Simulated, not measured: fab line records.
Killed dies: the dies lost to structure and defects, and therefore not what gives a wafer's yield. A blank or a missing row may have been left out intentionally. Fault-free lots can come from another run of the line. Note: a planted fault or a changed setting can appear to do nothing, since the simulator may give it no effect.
fab line records	flow n5-finfet
[record] lots = 24	wafers = 72	last-day = 17
route steps=1938 shown HKMG_FIN@437 MOL_CONTACT_COAG@528
lots that met no fault: taken from a fault-free run of the same line
start-h: the number of hours between the record's first day and the start of the first shown wafer of the lot	wait-h: hours elapsed since this lot's preceding step	" the same as in the row above	L1.1+2: several wafers, shown together as one row	- no value, or no start given	* or withheld: withheld	< > ~ a bound
route shown NAME@n: NAME is a module with steps in the file, n the number in the route of the first one	usual: mean and standard deviation over wafers with no fault	same: alike in all rows	chamber/n: place in a boat	sites: the reading at each site	_std_site: standard deviation of those values	_edge_site: inner sites' mean taken away from outer sites' mean	radius-mm: how far each site lies from the wafer's centre	mask NAME#n: copy n	behind: the most recent tool/chamber to have shaped the wafer	hold: why the lot went on hold/how many hours it stayed there/how the hold came to an end	device: whichever transistor did not switch (one of n, p or np)	end of line: the same wafers' tests at the end of the route	a step without rows: its recipe alone	killed: count of dies lost to structure and defects at first sort (not the wafer's yield)	map: per-die view of a wafer (x killed, . not killed, _ where there is no die)
set.NAME: the setting that was run; set.NAME@STEP: the one run at that earlier step	model.NAME: the simulator's own value behind a step, which no gauge read
route steps across a sampled set of lots; one table per step, one row per wafer
services: when a tool's chamber went out of use (start-h, in hours from the record's first day, below 0 if earlier), for how many hours, and the reason
[[steps]]
[step N5_HKMG_FIN_STRIP_34]
[recipe] chemistry = CF4	resist = SiARC	power-w = 300	bias-power-w = 75	pressure-mtorr = 50	cf4-flow-sccm = 150	rf-frequency-hz = 6e+07
[usual] drypump-motor-current-A = 5.5/0.46	oes-product-au = 0.80/0.088	rf-vpp-V = 271.6/1.5	showerhead-plenum-p-Torr = 1.81/0.053	throttle-valve-pct = 13.67/0.26
lot.wafer	tool	chamber	start-h	wait-h	drypump-motor-current-A	oes-product-au	rf-hours-counter-h	rf-vpp-V	showerhead-plenum-p-Torr	throttle-valve-pct
L074.1	rie-diel-04	1	75.35	0.0	4.7	0.70	202	271.2	1.79	13.86
L074.5	"	1	"	"	4.7	0.71	-	270.3	1.79	13.86
L074.6	"	2	"	"	5.7	0.71	-	272.1	1.84	14.17
L075.1	rie-diel-02	2	81.25	0.0	5.0	0.74	143	270.0	1.72	13.81
L075.2	"	3	"	"	4.9	0.77	124	269.9	1.81	13.55
L075.4	"	1	"	"	5.4	0.68	236	268.3	1.77	13.81
L076.4	rie-diel-02	1	92.44	0.0	5.3	0.67	240	269.3	1.77	13.80
L076.5	"	0	"	"	5.6	0.77	-	270.5	1.80	13.82
L076.6	"	3	"	"	4.9	0.76	-	272.2	1.81	13.58
L077.1	rie-diel-04	2	92.67	0.0	5.7	0.70	243	271.9	1.84	14.19
L077.2	"	3	"	"	5.4	0.84	55	272.8	1.82	13.54
L077.6	"	2	"	"	5.7	0.70	-	273.1	1.84	14.18
L078.1	rie-diel-04	0	100.68	0.0	5.5	0.96	4	271.7	1.83	13.52
L078.4	"	2	"	"	5.6	0.71	246	272.9	1.84	14.19
L078.6	"	1	"	"	4.7	0.70	-	271.8	1.79	13.88
L079.4	rie-diel-01	0	106.06	0.0	5.9	0.68	-	272.2	1.84	13.87
L079.5	"	0	"	"	5.9	0.68	-	271.3	1.84	13.86
L079.6	"	3	"	"	6.2	0.84	-	273.6	1.88	13.78
L080.1	rie-diel-04	1	113.13	0.0	4.7	0.70	211	271.5	1.79	13.88
L080.3	"	3	"	"	5.4	0.83	62	271.6	1.82	13.55
L080.4	"	0	"	"	5.5	0.94	-	273.1	1.83	13.54
L081.2	rie-diel-01	1	118.29	0.0	6.1	0.78	92	270.8	1.75	13.77
L081.4	"	2	"	"	5.6	0.98	2	274.2	1.91	13.07
L081.6	"	1	"	"	6.1	0.78	-	271.1	1.75	13.80
L082.2	rie-diel-02	3	122.65	0.0	4.9	0.75	140	270.1	1.80	13.60
L082.3	"	0	"	"	5.6	0.76	156	271.7	1.79	13.84
L082.6	"	0	"	"	5.6	0.76	-	271.0	1.79	13.85
L083.1	rie-diel-01	3	128.91	0.0	6.2	0.83	77	274.8	1.88	13.78
L083.2	"	1	"	"	6.1	0.78	96	270.9	1.75	13.79
L083.6	"	3	"	"	6.3	0.82	-	272.7	1.88	13.79
L084.1	rie-diel-01	2	137.39	0.0	5.6	0.94	9	274.3	1.91	13.08
L084.2	"	3	"	"	6.2	0.82	80	274.9	1.88	13.79
L084.4	"	1	"	"	6.1	0.78	-	271.4	1.75	13.80
L085.1	rie-diel-01	1	142.33	0.0	6.1	0.77	102	271.8	1.75	13.80
L085.2	"	2	"	"	5.6	0.93	11	272.2	1.90	13.09
L085.4	"	2	"	"	5.6	0.94	-	273.4	1.90	13.11
L086.1	rie-diel-04	0	146.37	0.0	5.5	0.90	22	271.4	1.83	13.58
L086.3	"	3	"	"	5.4	0.82	76	272.7	1.81	13.57
L086.4	"	2	"	"	5.6	0.93	7	272.3	1.84	13.61
L087.3	rie-diel-02	3	153.18	0.0	4.9	0.74	151	270.7	1.80	13.62
L087.5	"	2	"	"	5.0	0.72	-	270.2	1.71	13.86
L087.6	"	3	"	"	4.9	0.74	-	270.6	1.80	13.61
L088.1	rie-diel-04	0	159.73	0.0	5.5	0.89	28	272.2	1.83	13.59
L088.2	"	3	"	"	5.4	0.80	82	270.8	1.81	13.59
L088.3	"	1	"	"	4.8	0.69	225	270.9	1.78	13.93
L089.1	rie-diel-01	3	169.35	0.0	6.2	0.81	94	274.3	1.87	13.84
L089.4	"	0	"	"	5.9	0.96	7	272.1	1.84	13.32
L089.6	"	1	"	"	6.1	0.76	-	269.6	1.74	13.82
L090.1	rie-diel-01	1	170.89	0.0	6.1	0.77	113	269.6	1.74	13.82
L090.2	"	0	"	"	5.9	0.97	7	272.6	1.84	13.31
L090.5	"	0	"	"	5.9	0.97	-	273.4	1.84	13.34
L091.3	rie-diel-04	2	179.92	0.0	5.6	0.90	19	271.3	1.83	13.66
L091.4	"	1	"	"	4.8	0.69	231	271.1	1.78	13.92
L091.6	"	2	"	"	5.6	0.90	-	272.7	1.83	13.67
L092.1	rie-diel-02	3	181.30	0.0	4.9	0.74	161	270.5	1.80	13.64
L092.3	"	2	"	"	5.0	0.71	180	270.0	1.71	13.89
L092.6	"	3	"	"	4.9	0.74	-	270.2	1.80	13.62
L093.1	rie-diel-02	0	188.23	0.0	5.6	0.75	178	272.2	1.79	13.90
L093.4	"	3	"	"	4.9	0.73	164	271.2	1.80	13.65
L093.6	"	2	"	"	5.0	0.70	-	268.9	1.71	13.89
L094.1	rie-diel-02	1	194.94	0.0	5.4	0.89	20	269.1	1.76	13.31
L094.2	"	0	"	"	5.6	0.74	180	271.5	1.79	13.90
L094.3	"	2	"	"	5.0	0.71	185	272.0	1.71	13.90
L095.2	rie-diel-04	2	204.81	0.0	5.6	0.88	27	273.1	1.83	13.70
L095.3	"	1	"	"	4.7	0.69	240	269.9	1.78	13.95
L095.6	"	0	"	"	5.5	0.87	-	272.6	1.82	13.62
L096.1	rie-diel-01	3	211.49	0.0	6.2	0.79	109	272.9	1.87	13.87
L096.3	"	1	"	"	6.1	0.75	128	269.2	1.74	13.86
L096.5	"	0	"	"	5.9	0.93	-	273.2	1.84	13.36
L097.3	rie-diel-01	0	215.51	0.0	5.9	0.93	23	271.4	1.84	13.37
L097.4	"	1	"	"	6.1	0.75	130	269.3	1.74	13.86
L097.6	"	2	"	"	5.6	0.88	-	271.9	1.90	13.15
[step N5_HKMG_FIN_STRIP_69]
[recipe] chemistry = N2/H2	power-w = 2500	temp-c = 300	h2-frac = 0.65	time-s = 360	pressure-mtorr = withheld	n2-flow-sccm = 1750	h2-flow-sccm = 3250
[usual] drypump-motor-current-A = 5.89/0.19	heater-power-w = 437/31	n2-flow-sccm = 1750/5.9
lot.wafer	tool	chamber	start-h	wait-h	drypump-motor-current-A	heater-power-w	n2-flow-sccm	rf-hours-counter-h
L074.1	plasma-asher-02	0	78.21	0.1	6.10	454	1751	88
L074.5	"	1	"	"	5.94	389	1747	-
L074.6	"	0	"	"	6.04	450	1744	-
L075.1	plasma-asher-01	0	83.85	0.1	5.60	466	1761	38
L075.2	"	1	"	"	6.00	420	1747	38
L075.4	"	0	"	"	5.60	481	1756	-
L076.4	plasma-asher-02	0	95.15	0.2	6.10	454	1751	-
L076.5	"	0	"	"	6.10	443	1748	-
L076.6	"	1	"	"	5.92	390	1751	-
L077.1	plasma-asher-01	0	95.24	0.2	5.64	457	1757	40
L077.2	"	1	"	"	6.00	410	1748	40
L077.6	"	1	"	"	5.98	425	1754	-
L078.1	plasma-asher-02	0	103.25	0.1	6.10	463	1752	93
L078.4	"	1	"	"	5.91	391	1746	-
L078.6	"	0	"	"	6.06	440	1748	-
L079.4	plasma-asher-02	1	108.77	0.2	5.92	394	1755	-
L079.5	"	0	"	"	6.07	443	1751	-
L079.6	"	1	"	"	5.92	395	1764	-
L080.1	plasma-asher-02	1	115.63	0.1	5.92	375	1743	95
L080.3	"	0	"	"	6.08	441	1749	-
L080.4	"	1	"	"	5.92	395	1741	-
L081.2	plasma-asher-01	0	120.76	0.1	5.62	476	1737	45
L081.4	"	0	"	"	5.60	481	1734	-
L081.6	"	0	"	"	5.62	472	1735	-
L082.2	plasma-asher-02	1	125.18	0.1	5.91	400	1741	98
L082.3	"	1	"	"	5.88	400	1748	-
L082.6	"	1	"	"	5.93	396	1744	-
L083.1	plasma-asher-01	0	131.39	0.1	5.60	471	1748	47
L083.2	"	1	"	"	5.98	420	1742	47
L083.6	"	0	"	"	5.60	463	1753	-
L084.1	plasma-asher-01	1	139.88	0.1	6.01	421	1753	48
L084.2	"	0	"	"	5.60	483	1746	48
L084.4	"	1	"	"	5.98	412	1750	-
L085.1	plasma-asher-01	0	144.95	0.2	5.61	471	1745	49
L085.2	"	1	"	"	6.03	416	1757	49
L085.4	"	0	"	"	5.62	473	1742	-
L086.1	plasma-asher-01	1	149.01	0.2	6.01	417	1755	51
L086.3	"	0	"	"	5.62	476	1749	-
L086.4	"	1	"	"	5.97	413	1758	-
L087.3	plasma-asher-02	0	155.81	0.2	6.12	449	1751	-
L087.5	"	0	"	"	6.10	461	1756	-
L087.6	"	1	"	"	5.93	395	1756	-
L088.1	plasma-asher-02	0	162.20	0.1	6.05	456	1750	105
L088.2	"	1	"	"	5.93	405	1744	105
L088.3	"	0	"	"	6.04	451	1745	-
L089.1	plasma-asher-01	0	171.82	0.1	5.63	467	1757	54
L089.4	"	1	"	"	5.99	418	1755	-
L089.6	"	1	"	"	5.98	427	1747	-
L090.1	plasma-asher-01	1	173.39	0.1	5.99	422	1754	55
L090.2	"	0	"	"	5.61	470	1752	55
L090.5	"	1	"	"	6.00	413	1747	-
L091.3	plasma-asher-01	0	182.83	0.2	5.60	492	1744	-
L091.4	"	1	"	"	6.00	423	1753	-
L091.6	"	0	"	"	5.60	471	1752	-
L092.1	plasma-asher-01	0	183.87	0.1	5.62	473	1763	57
L092.3	"	0	"	"	5.63	475	1755	-
L092.6	"	0	"	"	5.63	470	1759	-
L093.1	plasma-asher-01	1	190.70	0.1	6.02	410	1744	58
L093.4	"	0	"	"	5.60	488	1752	-
L093.6	"	0	"	"	5.60	470	1751	-
L094.1	plasma-asher-01	0	197.68	0.1	5.61	481	1754	60
L094.2	"	1	"	"	6.04	420	1749	60
L094.3	"	0	"	"	5.60	474	1756	-
L095.2	plasma-asher-02	0	207.28	0.1	6.13	459	1742	113
L095.3	"	1	"	"	5.93	386	1754	-
L095.6	"	1	"	"	5.92	392	1759	-
L096.1	plasma-asher-01	0	214.08	0.1	5.62	475	1741	63
L096.3	"	1	"	"	6.01	422	1759	-
L096.5	"	1	"	"	5.98	420	1753	-
L097.3	plasma-asher-02	1	218.11	0.2	5.91	387	1749	-
L097.4	"	0	"	"	6.10	456	1754	-
L097.6	"	0	"	"	6.11	464	1756	-
[step N5_MOL_CONTACT_COAG_INSPECT_10]
[recipe] mode = adi	inspect-instrument = brightfield
[usual] raw-defect-count = 73/27
lot.wafer	tool	chamber	start-h	wait-h	raw-defect-count
L074.1	defect-inspect-01	-	87.47	0.1	67
L074.5	"	-	"	"	64
L074.6	"	-	"	"	60
L075.1	defect-inspect-02	-	93.31	0.1	54
L075.2	"	-	"	"	59
L075.4	"	-	"	"	23
L076.4	defect-inspect-02	-	104.62	0.0	69
L076.5	"	-	"	"	82
L076.6	"	-	"	"	54
L077.1	defect-inspect-02	-	104.66	0.1	63
L077.2	"	-	"	"	83
L077.6	"	-	"	"	63
L078.1	defect-inspect-01	-	112.67	0.1	93
L078.4	"	-	"	"	89
L078.6	"	-	"	"	63
L079.4	defect-inspect-02	-	118.23	0.0	90
L079.5	"	-	"	"	60
L079.6	"	-	"	"	35
L080.1	defect-inspect-02	-	124.99	0.1	116
L080.3	"	-	"	"	116
L080.4	"	-	"	"	63
L081.2	defect-inspect-02	-	130.51	0.0	44
L081.4	"	-	"	"	68
L081.6	"	-	"	"	75
L082.2	defect-inspect-01	-	134.73	0.0	94
L082.3	"	-	"	"	70
L082.6	"	-	"	"	50
L083.1	defect-inspect-01	-	141.08	0.1	83
L083.2	"	-	"	"	71
L083.6	"	-	"	"	60
L084.1	defect-inspect-01	-	149.12	0.1	68
L084.2	"	-	"	"	116
L084.4	"	-	"	"	149
L085.1	defect-inspect-01	-	154.57	0.1	101
L085.2	"	-	"	"	73
L085.4	"	-	"	"	73
L086.1	defect-inspect-02	-	158.81	0.1	75
L086.3	"	-	"	"	118
L086.4	"	-	"	"	103
L087.3	defect-inspect-01	-	165.05	0.0	42
L087.5	"	-	"	"	26
L087.6	"	-	"	"	22
L088.1	defect-inspect-01	-	171.51	0.1	40
L088.2	"	-	"	"	54
L088.3	"	-	"	"	37
L089.1	defect-inspect-02	-	181.14	0.1	98
L089.4	"	-	"	"	82
L089.6	"	-	"	"	76
L090.1	defect-inspect-02	-	193.60	0.1	108
L090.2	"	-	"	"	79
L090.5	"	-	"	"	126
L091.3	defect-inspect-01	-	195.99	0.0	133
L091.4	"	-	"	"	135
L091.6	"	-	"	"	108
L092.1	defect-inspect-01	-	197.33	0.1	58
L092.3	"	-	"	"	99
L092.6	"	-	"	"	90
L093.1	defect-inspect-01	-	201.47	0.1	50
L093.4	"	-	"	"	72
L093.6	"	-	"	"	48
L094.1	defect-inspect-02	-	207.36	0.1	87
L094.2	"	-	"	"	65
L094.3	"	-	"	"	87
L095.2	defect-inspect-01	-	216.92	0.1	52
L095.3	"	-	"	"	73
L095.6	"	-	"	"	43
L096.1	defect-inspect-01	-	223.51	0.1	35
L096.3	"	-	"	"	41
L096.5	"	-	"	"	35
L097.3	defect-inspect-02	-	227.37	0.0	55
L097.4	"	-	"	"	76
L097.6	"	-	"	"	53
[step N5_MOL_CONTACT_COAG_PRE_CLEAN_142]
[recipe] gas = H2/He	time-s = 60	temp-c = 300
[usual] heater-power-w = 439/23
lot.wafer	tool	chamber	start-h	wait-h	heater-power-w
L074.1	pvd-sputter-01	-	94.06	2.1	452
L074.5	"	-	"	"	430
L074.6	"	-	"	"	450
L075.1	pvd-sputter-01	-	97.36	1.4	447
L075.2	"	-	"	"	457
L075.4	"	-	"	"	442
L076.4	pvd-sputter-03	-	109.44	1.0	438
L076.5	"	-	"	"	435
L076.6	"	-	"	"	482
L077.1	pvd-sputter-03	-	109.76	1.2	440
L077.2	"	-	"	"	479
L077.6	"	-	"	"	423
L078.1	pvd-sputter-02	-	117.43	0.9	463
L078.4	"	-	"	"	457
L078.6	"	-	"	"	416
L079.4	pvd-sputter-03	-	125.82	2.1	435
L079.5	"	-	"	"	480
L079.6	"	-	"	"	433
L080.1	pvd-sputter-02	-	132.01	3.8	393
L080.3	"	-	"	"	460
L080.4	"	-	"	"	471
L081.2	pvd-sputter-02	-	136.60	2.3	456
L081.4	"	-	"	"	388
L081.6	"	-	"	"	396
L082.2	pvd-sputter-01	-	141.08	2.0	450
L082.3	"	-	"	"	447
L082.6	"	-	"	"	447
L083.1	pvd-sputter-01	-	147.44	2.0	443
L083.2	"	-	"	"	415
L083.6	"	-	"	"	458
L084.1	pvd-sputter-02	-	153.29	1.3	459
L084.2	"	-	"	"	414
L084.4	"	-	"	"	390
L085.1	pvd-sputter-02	-	160.91	1.3	418
L085.2	"	-	"	"	467
L085.4	"	-	"	"	423
L086.1	pvd-sputter-01	-	165.25	1.2	436
L086.3	"	-	"	"	428
L086.4	"	-	"	"	444
L087.3	pvd-sputter-03	-	174.13	1.3	419
L087.5	"	-	"	"	433
L087.6	"	-	"	"	418
L088.1	pvd-sputter-02	-	178.64	2.9	460
L088.2	"	-	"	"	393
L088.3	"	-	"	"	414
L089.1	pvd-sputter-02	-	186.60	0.8	450
L089.4	"	-	"	"	379
L089.6	"	-	"	"	465
L090.1	pvd-sputter-02	-	200.86	3.6	427
L090.2	"	-	"	"	456
L090.5	"	-	"	"	379
L091.3	pvd-sputter-01	-	204.01	1.7	426
L091.4	"	-	"	"	441
L091.6	"	-	"	"	457
L092.1	pvd-sputter-01	-	204.31	1.9	418
L092.3	"	-	"	"	436
L092.6	"	-	"	"	442
L093.1	pvd-sputter-01	-	207.63	2.2	450
L093.4	"	-	"	"	440
L093.6	"	-	"	"	450
L094.1	pvd-sputter-01	-	212.86	2.1	451
L094.2	"	-	"	"	426
L094.3	"	-	"	"	452
L095.2	pvd-sputter-03	-	221.64	0.6	486
L095.3	"	-	"	"	435
L095.6	"	-	"	"	479
L096.1	pvd-sputter-01	-	229.17	1.4	416
L096.3	"	-	"	"	443
L096.5	"	-	"	"	448
L097.3	pvd-sputter-03	-	231.71	1.0	430
L097.4	"	-	"	"	438
L097.6	"	-	"	"	428
[step N5_MOL_CONTACT_COAG_THK_MEAS_29]
[recipe] reads = SiNx_of_GATE_CUT_PECVD_57+SiNx_of_GATE_CUT_SAC_CAP_01
[usual] MD_CAP_THK = 17.92/0.074
lot.wafer	tool	chamber	start-h	wait-h	MD_CAP_THK[nm]
L074.1	film-metro-02	-	97.08	-	17.98
L074.5	"	-	"	"	17.91
L074.6	"	-	"	"	17.88
L075.1	film-metro-02	-	102.06	-	17.97
L075.2	"	-	"	"	17.90
L075.4	"	-	"	"	17.99
L076.4	film-metro-01	-	113.13	-	17.95
L076.5	"	-	"	"	17.85
L076.6	"	-	"	"	18.07
L077.1	film-metro-02	-	114.49	-	17.93
L077.2	"	-	"	"	18.03
L077.6	"	-	"	"	17.94
L078.1	film-metro-01	-	120.36	-	18.09
L078.4	"	-	"	"	17.93
L078.6	"	-	"	"	18.02
L079.4	film-metro-01	-	128.79	-	17.97
L079.5	"	-	"	"	17.87
L079.6	"	-	"	"	17.98
L080.1	film-metro-01	-	134.99	-	17.94
L080.3	"	-	"	"	17.89
L080.4	"	-	"	"	17.93
L081.2	film-metro-01	-	139.55	-	17.85
L081.4	"	-	"	"	17.92
L081.6	"	-	"	"	17.95
L082.2	film-metro-01	-	144.12	-	17.92
L082.3	"	-	"	"	18.04
L082.6	"	-	"	"	17.97
L083.1	film-metro-01	-	150.58	-	17.97
L083.2	"	-	"	"	18.00
L083.6	"	-	"	"	17.81
L084.1	film-metro-02	-	156.21	-	17.79
L084.2	"	-	"	"	17.93
L084.4	"	-	"	"	17.91
L085.1	film-metro-01	-	164.30	-	17.99
L085.2	"	-	"	"	18.00
L085.4	"	-	"	"	17.90
L086.1	film-metro-01	-	168.25	0.2	17.96
L086.3	"	-	"	"	17.86
L086.4	"	-	"	"	17.90
L087.3	film-metro-02	-	177.14	-	17.92
L087.5	"	-	"	"	17.89
L087.6	"	-	"	"	17.85
L088.1	film-metro-01	-	181.56	-	17.97
L088.2	"	-	"	"	17.92
L088.3	"	-	"	"	17.98
L089.1	film-metro-02	-	194.07	-	18.01
L089.4	"	-	"	"	17.94
L089.6	"	-	"	"	18.08
L090.1	film-metro-02	-	203.79	-	17.85
L090.2	"	-	"	"	17.91
L090.5	"	-	"	"	18.02
L091.3	film-metro-01	-	206.94	-	17.92
L091.4	"	-	"	"	17.85
L091.6	"	-	"	"	17.86
L092.1	film-metro-02	-	207.24	-	17.85
L092.3	"	-	"	"	17.86
L092.6	"	-	"	"	17.88
L093.1	film-metro-02	-	210.61	-	17.96
L093.4	"	-	"	"	17.91
L093.6	"	-	"	"	17.93
L094.1	film-metro-02	-	215.88	-	17.87
L094.2	"	-	"	"	17.91
L094.3	"	-	"	"	17.86
L095.2	film-metro-02	-	224.56	-	17.90
L095.3	"	-	"	"	17.79
L095.6	"	-	"	"	17.90
L096.1	film-metro-02	-	232.44	-	17.96
L096.3	"	-	"	"	17.85
L096.5	"	-	"	"	17.92
L097.3	film-metro-02	-	234.93	-	17.83
L097.4	"	-	"	"	17.89
L097.6	"	-	"	"	17.81
[step N5_MOL_CONTACT_COAG_DESCUM_88]
[recipe] chemistry = O2	time-s = 7	source-power-w = 50	bias-power-w = 20	pressure-mtorr = 20	rf-frequency-hz = 2.712e+07	temp-c = 40	resist = CAR-EUV	o2-flow-sccm = 225
[usual] drypump-motor-current-A = 5.5/0.44	oes-product-au = 0.81/0.095	rf-vpp-V = 243.3/1.3	showerhead-plenum-p-Torr = 2.10/0.068	throttle-valve-pct = 20.57/0.23
lot.wafer	tool	chamber	start-h	wait-h	drypump-motor-current-A	oes-product-au	rf-hours-counter-h	rf-vpp-V	showerhead-plenum-p-Torr	throttle-valve-pct
L074.1	rie-diel-01	3	98.47	0.0	6.2	0.86	65	245.6	2.22	20.82
L074.5	"	3	"	"	6.2	0.85	-	244.9	2.22	20.83
L074.6	"	1	"	"	6.1	0.81	-	241.6	2.03	20.63
L075.1	rie-diel-01	3	103.36	0.0	6.2	0.85	67	246.6	2.22	20.82
L075.2	"	1	"	"	6.1	0.79	86	242.4	2.03	20.61
L075.4	"	0	"	"	5.9	0.68	-	242.8	2.15	20.60
L076.4	rie-diel-01	0	114.14	0.0	5.9	0.68	246	244.0	2.15	20.62
L076.5	"	3	"	"	6.3	0.85	-	244.6	2.22	20.82
L076.6	"	2	"	"	5.6	1.00	-	243.9	2.24	19.99
L077.1	rie-diel-04	3	115.50	0.0	5.4	0.84	64	242.9	2.13	20.57
L077.2	"	1	"	"	4.7	0.70	212	243.8	2.06	20.59
L077.6	"	3	"	"	5.4	0.84	-	244.2	2.13	20.57
L078.1	rie-diel-01	1	121.50	0.0	6.1	0.80	93	242.7	2.03	20.65
L078.4	"	3	"	"	6.2	0.84	74	244.7	2.22	20.82
L078.6	"	0	"	"	5.9	0.68	-	243.3	2.15	20.63
L079.4	rie-diel-01	2	129.95	0.0	5.6	0.97	-	244.2	2.24	20.01
L079.5	"	1	"	"	6.1	0.80	-	242.4	2.02	20.66
L079.6	"	3	"	"	6.2	0.85	-	245.8	2.22	20.85
L080.1	rie-diel-04	2	136.10	0.0	5.6	0.99	3	244.1	2.15	20.66
L080.3	"	3	"	"	5.4	0.83	72	243.8	2.13	20.57
L080.4	"	0	"	"	5.5	0.94	18	244.2	2.14	20.49
L081.2	rie-diel-02	2	140.57	0.0	5.1	0.72	165	241.1	2.00	20.76
L081.4	"	1	"	"	5.4	0.97	2	242.4	2.05	20.12
L081.6	"	0	"	"	5.6	0.77	-	242.2	2.10	20.78
L082.2	rie-diel-04	3	145.16	0.1	5.4	0.82	76	243.3	2.13	20.58
L082.3	"	1	"	"	4.7	0.70	220	243.6	2.06	20.60
L082.6	"	0	"	"	5.5	0.93	-	243.4	2.13	20.50
L083.1	rie-diel-04	2	151.59	0.0	5.6	0.95	9	243.6	2.15	20.68
L083.2	"	1	"	"	4.8	0.70	222	243.2	2.06	20.59
L083.6	"	1	"	"	4.8	0.69	-	243.4	2.06	20.60
L084.1	rie-diel-04	3	157.53	0.2	5.4	0.82	81	244.3	2.13	20.58
L084.2	"	1	"	"	4.8	0.69	225	243.0	2.06	20.60
L084.4	"	0	"	"	5.5	0.92	27	244.3	2.13	20.50
L085.1	rie-diel-02	0	165.32	0.0	5.6	0.75	172	244.1	2.10	20.79
L085.2	"	3	"	"	4.9	0.74	156	241.9	2.10	20.47
L085.4	"	2	"	"	5.0	0.72	174	243.1	2.00	20.77
L086.1	rie-diel-02	3	169.38	0.0	4.9	0.74	157	243.9	2.10	20.49
L086.3	"	2	"	"	5.0	0.72	176	242.7	2.00	20.78
L086.4	"	0	"	"	5.6	0.75	173	244.0	2.09	20.80
L087.3	rie-diel-02	2	178.41	0.2	5.0	0.72	179	241.8	2.00	20.78
L087.5	"	2	"	"	5.0	0.71	-	241.7	2.00	20.79
L087.6	"	1	"	"	5.3	0.92	-	243.8	2.04	20.15
L088.1	rie-diel-01	0	183.00	0.0	5.9	0.98	12	243.6	2.14	20.20
L088.2	"	3	"	"	6.2	0.81	98	243.9	2.21	20.88
L088.3	"	2	"	"	5.6	0.91	27	245.2	2.23	20.05
L089.1	rie-diel-04	3	195.33	0.2	5.4	0.80	95	244.6	2.12	20.60
L089.4	"	1	"	"	4.7	0.69	237	241.2	2.05	20.63
L089.6	"	1	"	"	4.7	0.69	-	243.2	2.06	20.61
L090.1	rie-diel-02	1	205.26	0.0	5.4	0.89	24	240.7	2.04	20.18
L090.2	"	2	"	"	5.0	0.71	188	239.5	1.99	20.79
L090.5	"	1	"	"	5.4	0.90	-	244.1	2.04	20.18
L091.3	rie-diel-02	3	207.95	0.0	4.9	0.73	170	244.2	2.10	20.51
L091.4	"	2	"	"	5.0	0.71	188	242.1	1.99	20.79
L091.6	"	3	"	"	4.9	0.73	-	242.9	2.10	20.53
L092.1	rie-diel-02	0	208.40	0.1	5.6	0.75	184	243.0	2.09	20.82
L092.3	"	2	"	"	5.0	0.71	188	241.9	1.99	20.81
L092.6	"	3	"	"	4.9	0.74	-	243.0	2.10	20.52
L093.1	rie-diel-01	1	212.01	0.3	6.1	0.77	128	241.3	2.01	20.70
L093.4	"	2	"	"	5.6	0.88	39	244.8	2.23	20.06
L093.6	"	2	"	"	5.6	0.88	-	244.7	2.23	20.05
L094.1	rie-diel-02	1	216.90	0.0	5.3	0.90	29	239.9	2.04	20.16
L094.2	"	2	"	"	5.0	0.70	193	242.3	1.99	20.80
L094.3	"	0	"	"	5.6	0.74	188	243.6	2.09	20.81
L095.2	rie-diel-04	2	225.70	0.0	5.7	0.90	35	244.1	2.14	20.72
L095.3	"	3	"	"	5.4	0.80	104	242.2	2.12	20.64
L095.6	"	2	"	"	5.6	0.91	-	243.4	2.14	20.73
L096.1	rie-diel-02	2	233.56	0.0	5.0	0.70	197	240.0	1.99	20.83
L096.3	"	1	"	"	5.3	0.88	33	243.4	2.04	20.18
L096.5	"	0	"	"	5.6	0.74	-	243.6	2.09	20.82
L097.3	rie-diel-04	3	235.93	0.0	5.4	0.79	108	243.0	2.12	20.63
L097.4	"	0	"	"	5.5	0.88	-	243.7	2.12	20.53
L097.6	"	2	"	"	5.6	0.89	-	244.7	2.14	20.71
[[services]]
tool	chamber	start-h	hours	kind
rie-diel-02	1	60.43	7.0	repair
rie-diel-01	1	63.32	3.7	repair
rie-diel-04	0	66.23	-	clean
rie-diel-04	0	66.23	-	consumable-replace:esc
rie-diel-04	0	66.23	-	consumable-replace:focus-ring
rie-diel-04	0	66.23	21.5	scheduled-down
rie-diel-04	0	66.23	21.5	vent-cycle
plasma-asher-02	-	79.44	2.8	pm
rie-diel-01	2	95.82	-	clean
rie-diel-01	2	95.82	-	consumable-replace:focus-ring
rie-diel-01	2	95.82	-	consumable-replace:showerhead
rie-diel-01	2	95.82	15.9	scheduled-down
rie-diel-01	2	95.82	15.9	vent-cycle
pvd-sputter-03	-	104.26	1.1	repair
rie-diel-01	1	105.60	1.4	repair
rie-diel-04	2	110.93	-	clean
rie-diel-04	2	110.93	-	consumable-replace:focus-ring
rie-diel-04	2	110.93	15.2	scheduled-down
rie-diel-04	2	110.93	15.2	vent-cycle
rie-diel-02	1	119.95	-	clean
rie-diel-04	1	120.61	9.8	repair
rie-diel-02	0	180.49	4.4	repair
plasma-asher-02	-	194.63	4.9	repair
rie-diel-02	-	220.78	2.3	repair
[[key]]
fault none
